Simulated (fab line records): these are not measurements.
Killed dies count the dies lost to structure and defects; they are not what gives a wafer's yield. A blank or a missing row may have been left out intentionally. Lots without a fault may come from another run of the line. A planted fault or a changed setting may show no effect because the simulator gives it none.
Matching of chambers / flow nandHarc / 4 sister chambers for NHARC_A_CONTACT_ETCH_88 on rieDiel-12
The step etches the open film in CF4, target depth 39 nm, time 65 s. 8 wafers are shown with their chamber, then 12 later ones without.

## WAFERS WITH THEIR CHAMBER
wafer=L078.2; chamber=2; drypumpMotorCurrentA (A)=5.0; showerheadPlenumPTorr (Torr)=1.72
wafer=L080.6; chamber=3; drypumpMotorCurrentA (A)=6.5; showerheadPlenumPTorr (Torr)=1.73
wafer=L086.6; chamber=3; drypumpMotorCurrentA (A)=6.5; showerheadPlenumPTorr (Torr)=1.72
wafer=L089.5; chamber=1; drypumpMotorCurrentA (A)=5.8; showerheadPlenumPTorr (Torr)=1.76
wafer=L089.6; chamber=0; drypumpMotorCurrentA (A)=5.5; showerheadPlenumPTorr (Torr)=1.75
wafer=L091.2; chamber=0; drypumpMotorCurrentA (A)=5.5; showerheadPlenumPTorr (Torr)=1.75
wafer=L091.3; chamber=2; drypumpMotorCurrentA (A)=5.1; showerheadPlenumPTorr (Torr)=1.71
wafer=L091.4; chamber=1; drypumpMotorCurrentA (A)=5.8; showerheadPlenumPTorr (Torr)=1.76

## WAFERS WITHOUT THEIR CHAMBER
wafer=L092.1; drypumpMotorCurrentA (A)=5.1; showerheadPlenumPTorr (Torr)=1.71
wafer=L092.2; drypumpMotorCurrentA (A)=5.5; showerheadPlenumPTorr (Torr)=1.75
wafer=L092.5; drypumpMotorCurrentA (A)=5.1; showerheadPlenumPTorr (Torr)=1.71
wafer=L090.1; drypumpMotorCurrentA (A)=5.1; showerheadPlenumPTorr (Torr)=1.71
wafer=L090.2; drypumpMotorCurrentA (A)=5.8; showerheadPlenumPTorr (Torr)=1.76
wafer=L090.3; drypumpMotorCurrentA (A)=6.5; showerheadPlenumPTorr (Torr)=1.72
wafer=L094.2; drypumpMotorCurrentA (A)=6.5; showerheadPlenumPTorr (Torr)=1.72
wafer=L094.4; drypumpMotorCurrentA (A)=5.1; showerheadPlenumPTorr (Torr)=1.71
wafer=L094.5; drypumpMotorCurrentA (A)=5.5; showerheadPlenumPTorr (Torr)=1.75
wafer=L097.1; drypumpMotorCurrentA (A)=5.8; showerheadPlenumPTorr (Torr)=1.76
wafer=L097.2; drypumpMotorCurrentA (A)=5.5; showerheadPlenumPTorr (Torr)=1.75
wafer=L097.5; drypumpMotorCurrentA (A)=5.8; showerheadPlenumPTorr (Torr)=1.76

## WHICH CHAMBER EACH WENT THROUGH
wafer=L092.1; from the rows above=2; in truth=2
wafer=L092.2; from the rows above=0; in truth=0
wafer=L092.5; from the rows above=2; in truth=2
wafer=L090.1; from the rows above=2; in truth=2
wafer=L090.2; from the rows above=1; in truth=1
wafer=L090.3; from the rows above=3; in truth=3
wafer=L094.2; from the rows above=3; in truth=3
wafer=L094.4; from the rows above=2; in truth=2
wafer=L094.5; from the rows above=0; in truth=0
wafer=L097.1; from the rows above=1; in truth=1
wafer=L097.2; from the rows above=0; in truth=0
wafer=L097.5; from the rows above=1; in truth=1
Correct placement for 12 of the 12. Can't be placed from these rows: 0. 0 placed wrongly.
How it was worked out, from the rows above alone: a wafer's distance from a chamber is the root of the sum, over the readings, of the square of ((its reading less the chamber's mean) divided by the reading's scatter). The wafer belongs to the nearest chamber; if the next one is less than 2 further off, it can't be placed. A chamber's mean is the mean of its shown wafers. How the scatter is found: for the shown wafers, subtract from each reading the mean of its chamber, square and add these, divide the total by (wafers less chambers), then take the root.
